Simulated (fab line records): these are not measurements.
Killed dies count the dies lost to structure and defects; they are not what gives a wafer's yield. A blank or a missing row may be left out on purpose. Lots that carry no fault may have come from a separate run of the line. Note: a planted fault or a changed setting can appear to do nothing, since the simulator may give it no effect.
fab line records    flow n5-finfet
[record] lots = 4  wafers = 11  last-day = 17
route steps=1938 shown SD_EPI_P@326 SD_ACTIVATION@330 ILD0@335 SDB@347 PASSIVATION@1936
lots untouched by any fault: they come from a run of this same line in which no faults occurred
start-h: the number of hours between the record's first day and the start of the first shown wafer of the lot    wait-h: hours from the lot's prior step to this one    " repeats the value in the row above    L1.1+2: several wafers, shown together as one row    - no value present, or no start provided    * or withheld: withheld    < > ~ a bound
route shown NAME@n: NAME is a module with steps in the file, n the number in the route of the first one    usual: the fault-free wafers' mean and standard deviation    same: alike in all rows    chamber/n: place in a boat    sites: readings site by site    _std_site: their standard deviation    _edge_site: inner sites' mean taken away from outer sites' mean    radius-mm: how far each site lies from the wafer's centre    mask NAME#n: copy n    behind: tool/chamber where the wafer was last shaped    hold: cause of the lot's hold/its duration in hours/its outcome    device: the n, p or np transistor that did not switch    end of line: the route-end tests of the same wafers    a step with no rows: only its recipe    killed: count of dies lost to structure and defects at first sort (not the wafer's yield)    map: a wafer's dies, marking killed ones x, the rest . and places with no die _
set.NAME: the setting the step ran with; set.NAME@STEP: the setting that earlier step ran with    model.NAME: the simulator's own value behind a step, which no gauge read
lots at selected steps of the route; one table per step, one row per wafer
services: a tool's chamber out of use, with start hour (start-h, from the record's first day; less than 0 if before it), hours out, and reason
[[steps]]
[step N5_SD_EPI_P_PRECLEAN_32]
[recipe] chemistry = dHF  time-s = 10  dilution = 500:1  temp-c = 25
[step N5_SD_EPI_P_PRECLEAN_33]
[recipe] chemistry = SC2  time-s = 45  temp-c = 35  mix = 1:1:50
[step N5_SD_EPI_P_SRD_25]
[recipe] time-s = 30  temp-c = 23  rinse-liquid = diw  dry = ipa-marangoni
[step N5_SD_ACTIVATION_RTA_00]
[recipe] temp-c = 975  time-s = 0  ambient = N2  idle-temp-c = 600  ramp-up-c-per-s = 150  ramp-down-c-per-s = 60  cool-to-c = 600
[step N5_SD_ACTIVATION_LSA_01]
[recipe] temp-c = 1080  time-s = 0.0008  ambient = N2
[step N5_ILD0_LINER_00]
[recipe] material = SiNx  target-thk-a = 40  temp-c = 400  ald-precursor-family = SiH2I2  ald-co-reactant = N2/H2-plasma  pulse-time-s = 1  purge-time-s = 2  co-reactant-purge-time-s = 2  ald-cycles = 80  pressure-torr = 2
[step N5_ILD0_FCVD_FILL_01]
[recipe] material = SiO2_flowable  target-thk-a = 2000  temp-c = 100  pressure-torr = 0.8  rf-w = 2000  time-s = 328.3
[step N5_ILD0_CURE_02]
[recipe] temp-c = 450  time-s = 1800  ambient = steam  idle-temp-c = 400  ramp-up-c-per-min = 5  ramp-down-c-per-min = 3  densification-p-h2o-torr = 640
[step N5_ILD0_CMP_03]
[recipe] stop-on = SiNx  t-overpolish-s = 1.9  post-cmp-clean = alkaline-brush  down-force-psi = 4.1491  platen-rpm = 51.796  pad-velocity-m-s = 1.0306  target-thk-nm = 197.38
[usual] motor-current-A = 13.4/1.1  overpolish-run-s = 1.900/0.0094  time-to-endpoint-s = 69/4.5
lot.wafer  tool    chamber  start-h  wait-h  motor-current-A  overpolish-run-s  time-to-endpoint-s
L517.4     cmp-03  0        81.12    0.1     12.1             1.915             65
L517.5     "       3        "        "       15.1             1.885             76
L527.4     cmp-02  3        139.76   0.1     11.9             1.904             62
L527.6     "       1        "        "       13.0             1.907             69
L527.5     "       2        "        "       13.4             1.916             63
L532.4     cmp-02  3        168.41   0.2     11.6             1.907             66
L532.6     "       0        "        "       13.2             1.919             73
L532.5     "       1        "        "       12.6             1.903             68
L533.4     cmp-02  0        178.64   0.2     13.4             1.903             68
L533.5     "       1        "        "       13.1             1.896             68
L533.6     "       2        "        "       13.8             1.898             65
[step N5_ILD0_CMP_07]
[recipe] stop-on = poly-Si  material = SiO2_flowable  t-overpolish-s = 1.18  post-cmp-clean = alkaline-brush  down-force-psi = 4.1491  platen-rpm = 51.796  pad-velocity-m-s = 1.0306  target-thk-nm = 138.88
[step N5_ILD0_PRECLEAN_10]
[recipe] chemistry = NF3:NH3  afs-cycles = 5  time-s = 20  temp-c = 30  sublimation-temp-c = 180  sublimation-time-s = 60  pressure-torr = 3  rf-power-w = 30
[step N5_ILD0_ALD_15]
[recipe] material = SiNx  target-thk-a = 240  temp-c = 400  ald-precursor-family = SiH2I2  ald-co-reactant = N2/H2-plasma  pulse-time-s = 1  ald-cycles = 480  purge-time-s = 2  co-reactant-purge-time-s = 2  pressure-torr = 2
[step N5_ILD0_CMP_12]
[recipe] stop-on = poly-Si  material = SiNx  t-overpolish-s = 6  post-cmp-clean = alkaline-brush  down-force-psi = 2.5  platen-rpm = 51.8  pad-velocity-m-s = 1.0307  target-thk-nm = 17.67
[step N5_SDB_HM_DEP_00]
[recipe] material = SiNx  target-thk-a = 400  temp-c = 400  precursor = SiH4/NH3/N2  pressure-torr = 1.5  rf-w = 300  time-s = 35.3
[step N5_SDB_COAT_03]
[recipe] resist = SOC  temp-c = 250  time-s = 60  spin-rpm = 1500  resist-thk-nm = 100
[step N5_SDB_COAT_04]
[recipe] resist = SiARC  temp-c = 220  time-s = 60  spin-rpm = 1500  resist-thk-nm = 18
[step N5_SDB_COAT_05]
[recipe] resist = CAR-ArF  spin-rpm = 1500  resist-thk-nm = 90
[step N5_SDB_EBR_07]
[recipe] solvent = PGMEA  ebr-width-mm = 1.5
[step N5_SDB_SOFTBAKE_06]
[recipe] temp-c = 110  time-s = 60  resist = CAR-ArF
[step N5_SDB_EXPOSE_08]
[recipe] mask-id = SDB  na = 1.35  source-shape = conventional  sigma-outer = 0.5  polarization = unpolarized  dose-mj = 49.6
[step N5_SDB_PEB_09]
[recipe] peb-temp-c = withheld  peb-time-s = 60  resist = CAR-ArF
[step N5_SDB_DEVELOP_10]
[recipe] develop-time-s = 30  developer = TMAH  resist = CAR-ArF  rinse-liquid = diw  dry = air-spin  dev-temp-c = 23
[step N5_SDB_DESCUM_16]
[recipe] chemistry = O2  time-s = 7.9  source-power-w = 50  bias-power-w = 20  pressure-mtorr = 20  rf-frequency-hz = 2.712e+07  temp-c = 40  resist = CAR-ArF  o2-flow-sccm = 225
[step N5_SDB_ETCH_17]
[recipe] chemistry = CF4  target = SiARC  target-depth-a = 234  mask-material = CAR-ArF  time-s = 39  ion-energy-ev = 80  pressure-mtorr = 40  source-w = 545  bias-w = 36  Ar_flow_sccm = 100  cf4-flow-sccm = 100  ends = cleared
[step N5_SDB_ETCH_18]
[recipe] chemistry = N2/H2  target = SOC  target-depth-a = 1000  overetch-a = 200  mask-material = SiARC  temp-c = 40  time-s = 150  ion-energy-ev = 200  pressure-mtorr = 30  source-w = 840  bias-w = 150  n2-flow-sccm = 200  h2-flow-sccm = 200
[step N5_SDB_STRIP_19]
[recipe] chemistry = N2/H2  temp-c = 40  n2-flow-sccm = 200  h2-flow-sccm = 200  rf-frequency-hz = 6e+07
[step N5_SDB_STRIP_21]
[recipe] chemistry = CF4  resist = SiARC  power-w = 300  bias-power-w = 75  pressure-mtorr = 50  cf4-flow-sccm = 150  rf-frequency-hz = 6e+07
[step N5_SDB_HM_OPEN_20]
[recipe] chemistry = CH3F/O2  target = SiNx  mask-material = SOC  target-depth-a = 240  stop-on = poly-Si  over-etch-frac = 0.4  ion-energy-ev = 120  pressure-mtorr = 30  source-w = 395  bias-w = 73  Ar_flow_sccm = 150  CH3F_flow_sccm = 30  O2_flow_sccm = 20
[step N5_SDB_STRIP_22]
[recipe] chemistry = N2/H2  power-w = 1000  temp-c = 250  h2-frac = 0.65  overash-fraction = 0.3  pressure-mtorr = withheld  n2-flow-sccm = 1750  h2-flow-sccm = 3250
[step N5_SDB_PRECLEAN_23]
[recipe] chemistry = dHF  time-s = 30  temp-c = 25  dilution = withheld
[step N5_SDB_DUMMY_REMOVE_24]
[recipe] chemistry = TMAH  temp-c = 70  target = poly-Si  stop-on = SiO2  target-depth-nm = 142  conc-wt-pct = 5  time-s = 57  dry = ipa-marangoni  rinse-time-s = 30  rinse-temp-c = 23
[step N5_PASSIVATION_PROBE_49]
[usual] defect-limited-yield = 91.8/1.5  killed_at_M0_to_M3 = 33/11  killed_at_M4_up = 13/5  killed-at-contacts = 11/5.6  killed-at-front-end = 36/12  killed-at-other = 3.4/2.5  killed-dies = 97/18  killed-on-rim = 12/4.2  killed-open = 64/13  killed-short = 31/6.9  sort_bin_5_function = 4.8/1  sort_bin_6_memory = 3.1/0.64  sort-n-pass = 1083/18  sort-yield-pct = 91.8/1.5
[same] gross-dies = 1180  killed-at-back-side = 0  sort_bin_4_leakage[%] = 0  sort_bin_8_speed[%] = 0
lot.wafer  tool       chamber  start-h  wait-h  defect-limited-yield[%]  killed_at_M0_to_M3  killed_at_M4_up  killed-at-contacts  killed-at-front-end  killed-at-other  killed-dies  killed-on-rim  killed-open  killed-short  sort_bin_5_function[%]  sort_bin_6_memory[%]  sort-n-pass  sort-yield-pct[%]
L517.4     prober-01  -        286.25   0.2     89.1                     60                  22               13                  31                   3                129          23             100          29            6.7                     4.0                   1051         89.1
L517.5     prober-01  -        286.30   0.2     93.2                     18                  14               16                  28                   4                80           5              55           25            4.2                     2.1                   1100         93.2
L527.4     prober-02  -        348.07   0.2     90.8                     40                  18               17                  29                   4                108          13             72           33            5.8                     2.9                   1072         90.8
L527.5     prober-02  -        348.12   0.2     91.8                     24                  17               23                  30                   3                97           17             63           31            5.3                     2.5                   1083         91.8
L527.6     prober-02  -        348.17   0.3     91.9                     22                  14               20                  34                   6                96           13             60           34            4.9                     3.1                   1084         91.9
L532.4     prober-01  -        374.10   0.2     67.3                     16                  3                12                  349                  6                386          63             45           24            20.1                    10.6                  794          67.3
L532.5     prober-01  -        374.15   0.2     67.8                     9                   10               4                   354                  3                380          50             29           27            18.7                    10.9                  800          67.8
L532.6     prober-01  -        374.20   0.3     67.7                     37                  15               7                   315                  7                381          55             49           39            19.7                    10.4                  799          67.7
L533.4     prober-02  -        400.37   0.2     65.9                     52                  12               6                   329                  3                402          52             57           39            20.8                    11.4                  778          65.9
L533.5     prober-02  -        400.42   0.2     68.2                     41                  6                9                   319                  0                375          50             47           24            18.5                    11.6                  805          68.2
L533.6     prober-02  -        400.47   0.3     68.1                     44                  13               5                   312                  3                377          52             62           24            20.4                    9.7                   803          68.1
// killed by level:class
L517.4 BEOL_M0_SAQP:geometric-particle:open=20 BEOL_M4:geometric-particle:open=16 BEOL_M3:geometric-particle:open=14 FIN_SAQP:geometric-particle:open=13 BEOL_M0_SAQP:geometric-particle:short=12 MOL_CONTACT_COAG:geometric-particle:open=8 STI_FIN_REVEAL:geometric-particle:open=7 MOL_CONTACT_COAG:geometric-particle:short=5
L517.5 MOL_CONTACT_COAG:geometric-particle:open=11 FIN_SAQP:geometric-particle:open=8 BEOL_M3:geometric-particle:open=8 BEOL_M4:geometric-particle:open=8 MOL_CONTACT_COAG:geometric-particle:short=5 STARTING-WAFER:geometric-particle:short=5 GATE_CUT:geometric-particle:short=4 STI_FIN_REVEAL:geometric-particle:open=3
L527.4 BEOL_M0_SAQP:geometric-particle:short=15 BEOL_M0_SAQP:geometric-particle:open=13 MOL_CONTACT_COAG:geometric-particle:open=10 BEOL_M1:geometric-particle:open=8 FIN_SAQP:geometric-particle:open=7 STI_FIN_REVEAL:geometric-particle:open=7 BEOL_M4:geometric-particle:open=6 MOL_CONTACT_COAG:geometric-particle:short=5
L527.5 MOL_CONTACT_COAG:geometric-particle:open=18 BEOL_M0_SAQP:geometric-particle:short=8 BEOL_M0_SAQP:geometric-particle:open=7 FIN_SAQP:geometric-particle:open=6 DUMMY_GATE:geometric-particle:open=6 MOL_CONTACT_COAG:geometric-particle:short=5 FIN_SAQP:geometric-particle:short=4 STI_FIN_REVEAL:geometric-particle:open=4
L527.6 MOL_CONTACT_COAG:geometric-particle:open=17 BEOL_M0_SAQP:geometric-particle:open=11 FIN_SAQP:geometric-particle:short=10 FIN_SAQP:geometric-particle:open=8 BEOL_M0_SAQP:geometric-particle:short=8 DUMMY_GATE:geometric-particle:open=6 BEOL_M5:geometric-particle:open=4 BEOL_M4:geometric-particle:open=3
L532.4 ILD0:unspecified=316 FIN_SAQP:geometric-particle:short=12 FIN_SAQP:geometric-particle:open=8 MOL_CONTACT_COAG:geometric-particle:open=8 BEOL_M3:geometric-particle:open=7 STI_FIN_REVEAL:geometric-particle:open=4 STARTING-WAFER:geometric-particle:open=4 MOL_CONTACT_COAG:geometric-particle:short=3
L532.5 ILD0:unspecified=316 FIN_SAQP:geometric-particle:short=9 FIN_SAQP:geometric-particle:open=8 GATE_CUT:geometric-particle:short=5 BEOL_M4:geometric-particle:short=5 HKMG_FIN:area-etch=5 SDB:geometric-particle:short=2 MOL_CONTACT_COAG:geometric-particle:open=2
L532.6 ILD0:unspecified=287 BEOL_M3:geometric-particle:open=14 BEOL_M0:geometric-particle:short=7 MOL_CONTACT_COAG:geometric-particle:open=6 FIN_SAQP:geometric-particle:short=5 BEOL_M2:geometric-particle:open=4 HKMG_FIN:area-etch=4 FIN_SAQP:geometric-particle:open=3
L533.4 ILD0:unspecified=306 BEOL_M0_SAQP:geometric-particle:short=12 BEOL_M3:geometric-particle:open=10 BEOL_M0_SAQP:geometric-particle:open=9 BEOL_M2:geometric-particle:open=9 BEOL_M2:geometric-particle:short=5 FIN_SAQP:geometric-particle:short=4 STI_FIN_REVEAL:geometric-particle:open=4
L533.5 ILD0:unspecified=304 BEOL_M1:geometric-particle:open=13 BEOL_M2:geometric-particle:open=9 BEOL_M0_SAQP:geometric-particle:open=7 BEOL_M0_SAQP:geometric-particle:short=6 GATE_CUT:geometric-particle:short=5 MOL_CONTACT_COAG:geometric-particle:short=5 MOL_CONTACT_COAG:geometric-particle:open=4
L533.6 ILD0:unspecified=291 BEOL_M2:geometric-particle:open=11 BEOL_M3:geometric-particle:open=9 BEOL_M1:geometric-particle:open=7 BEOL_M3:geometric-particle:short=6 BEOL_M0_SAQP:geometric-particle:open=5 BEOL_M5:geometric-particle:open=5 STARTING-WAFER:geometric-particle:open=5
// map L532.4 (x killed, . not)
_________________x....x......________________
______________x...xx..xx.....x.x_____________
___________xx.........xx...x.x..xx.__________
__________x.....xx........x...x...x._________
________..x..x.x.............x..x....x_______
_______x....x...x....x.x.x.....x.....x.______
______.xx.x..x.x.xx.x..x....x.....xx..x._____
_____.......x........x.x...x...........xx____
____xx.......x.x.x...x.....xx.x.........x.___
___xxx.x.xx.x.xx...x....xx.xx.x....x..x....__
___..x.xxxx....x.x..x.xxxxx..x........x....__
__xxx.........x.x.............x..x...xxx...._
__x.....xx.x......x.x.x..x.......x.xx......._
_.x...x..x.xx..xxx..x...x.x...x...xx.xx....xx
_.xxxx...x.xxx..xx..x......x.xx....x.x..x...x
_..xx.x.x..x..xxx...........xx...xxx.x..x.x..
_xx......xxx.......x......x..xx...xx.x....xxx
_x.x.x.x....x.xx........xx.x...xx.x....x..xxx
_..x..x..x.xxx........xx.x.....xxx......xx...
_x....x.x.x.xx......xx..xx.x......x..x....xx.
_...xx..xxx....x..x...x...x....x.x.x.xxx.....
__.x.......xx.............x.......x..x.xx..._
__.x..xx...xxx....x.xxx...xxxx...x.xxx.x...._
___.x.......xx..xx...........xx..x.xx......__
___.xxx..x.xx.xx.x.......x.x.....x.x.xx.x.x__
____.x..x.x.x..x.x..xxx.x..x.x.x..x.....x.___
_____...x...xx....x.....x.........x..x..x____
______xxxxx.xxx.x..x..x.xx....xxxxx...x._____
_______.x..x......x...x.xx.x...x..x...x______
________x..xx...x........x..x....x...x_______
__________x.x.....x.x...x..x....x..._________
___________.......xx.x..........xx.__________
______________..xx.x....x....xx._____________
_________________x..xxxxx..x.________________
// map L533.4 (x killed, . not)
_________________..xxx.....xx________________
______________xx..xx.x...xxx...._____________
___________...x.x.........xx....x..__________
__________.xx..x..x.x....xx.....x..x_________
________.x.xxxx....x..x.x...xx..x.x..._______
_______.x..x.......x.....x.x...x..x..xx______
______...xx.......xxx......x...x...x..x._____
_____.x.xx.x.....xx.....x...xxx....x..x..____
____x...x...x.x..x....x.........x.xx.x.x..___
___....xxxxxxx.xx....xx....x..xx.x.........__
___x..x..xx..x..x.x..xx...x....x......x....__
__..x..x...x..x.....xx..x.x.x.xx.xx...x....x_
__....x.x...xx.x..xx..x............xxx..x.x._
_.........x..x..x.xx.......xxxx.x.x.x..x..x.x
_.....x.x.x.........xxx.x..xx..x.x.x....xx.x.
_x..x..xx......x.x....x..x....x..x..x.x.x..x.
_....x.x..x.x....xxx..x.x.......x.xx...x.....
_xx..x..x.x.x...xx....x....x..x..xxx....xx.x.
_x.x.x......x..x.x.x.x.x.......x......x...xx.
_x...xx.x.xx..x...........xx..x...x.......xx.
_.....x.x.x.xxx.....x.x..x.xxx.x.....x...xx.x
__.xx.x.x...xxx.x.x....xxxx...x..xx.....x..x_
__.x...xx..xx....x.....xx.xxxx..x.x.x...xx.._
___........xx.xxx....xx.....x.xx...x...x...__
___x.x..x...x...xxx.....x.xxxx....x.......x__
____x......x.xx.x.....x..xxxx..x....x..xxx___
_____......x......xxx.xx.x....x.....x....____
______x.....xx.x.x..x..x....x........xxx_____
_______.x..x..x....xxx...xxx.xxxx....x.______
________....x.x..xx...x.xx...x..xxx..x_______
__________xx..xx...........xx.x....._________
___________.x.....xx.x.x.x.x..x...x__________
______________..x...xxx.....x..x_____________
_________________.x...xxxx..x________________
[[services]]
tool    chamber  start-h  hours  kind
cmp-02  -        81.43    4.0    pm
cmp-02  -        85.43    -      consumable-replace:conditioner
cmp-02  -        85.43    -      consumable-replace:pad
cmp-03  -        98.21    7.3    pm
cmp-02  -        118.62   3.4    pm
cmp-03  -        136.48   0.7    repair
cmp-03  -        167.76   4.0    pm
cmp-03  -        171.76   -      consumable-replace:conditioner
cmp-03  -        171.76   -      consumable-replace:pad
[[key]]
[first-sign] step = N5_PASSIVATION_PROBE_49  reading = killed-at-front-end  direction = up  sigmas = 24  usual = 36  struck = 330
[effect] step = N5_PASSIVATION_PROBE_49  reading = defect-limited-yield  direction = down  sigmas = 16  usual = 91.8  struck = 67.5
[more-kills-born-at] N5_ILD0_CMP_03@cmp-02 = 1820
met-at N5_ILD0_CMP_03
struck-wafers L532.4,L532.5,L532.6,L533.4,L533.5,L533.6
onset-between 139.76 168.41
also-fits time
[fault] kind = chamber-particle-source  tool = cmp-02  chamber = -  onset-h = 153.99  steps = N5_ILD0_CMP_03  rate-per-visit-cm2 = 0.57889  end-h = 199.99
